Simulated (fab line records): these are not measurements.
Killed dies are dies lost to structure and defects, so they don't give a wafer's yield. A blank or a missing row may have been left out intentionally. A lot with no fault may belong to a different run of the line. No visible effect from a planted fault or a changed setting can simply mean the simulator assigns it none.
Matching of chambers    flow nandHarc    NHARC_A_M1_PRE_CLEAN_32 on pecvd-02: 3 sister chambers
The step time 12 s. 3 wafers are shown with their chamber, then 8 later ones without.

## WAFERS WITH THEIR CHAMBER
wafer   chamber  heaterPowerW (W)
L084.3  0        872
L084.5  2        717
L085.2  1        625

## WAFERS WITHOUT THEIR CHAMBER
wafer   heaterPowerW (W)
L085.4  618
L085.5  592
L089.3  685
L089.5  687
L089.6  648
L092.1  792
L092.2  607
L092.4  635

## CHAMBER TAKEN BY EACH
wafer    from the rows above       in truth
L085.4   1                         1
L085.5   1                         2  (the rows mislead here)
L089.3   can't be placed: 2 or 1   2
L089.5   can't be placed: 2 or 1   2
L089.6   can't be placed: 1 or 2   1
L092.1   can't be placed: 2 or 0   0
L092.2   1                         1
L092.4   1                         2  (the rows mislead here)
Correctly placed: 2 of 8. Unplaceable from these rows: 4, with the true chamber sitting among the candidates in 4. Number placed wrongly: 2.
How it was worked out, from the rows above alone: a wafer's distance from a chamber is the root of the sum, over the readings, of the square of ((its reading less the chamber's mean) divided by the reading's scatter). The wafer belongs to the nearest chamber; if the next one is less than 2 further off, it can't be placed. A chamber's mean is the mean of its shown wafers. The scatter: root of mean squared gap, hidden wafer to nearest shown wafer, with one shown wafer a chamber.
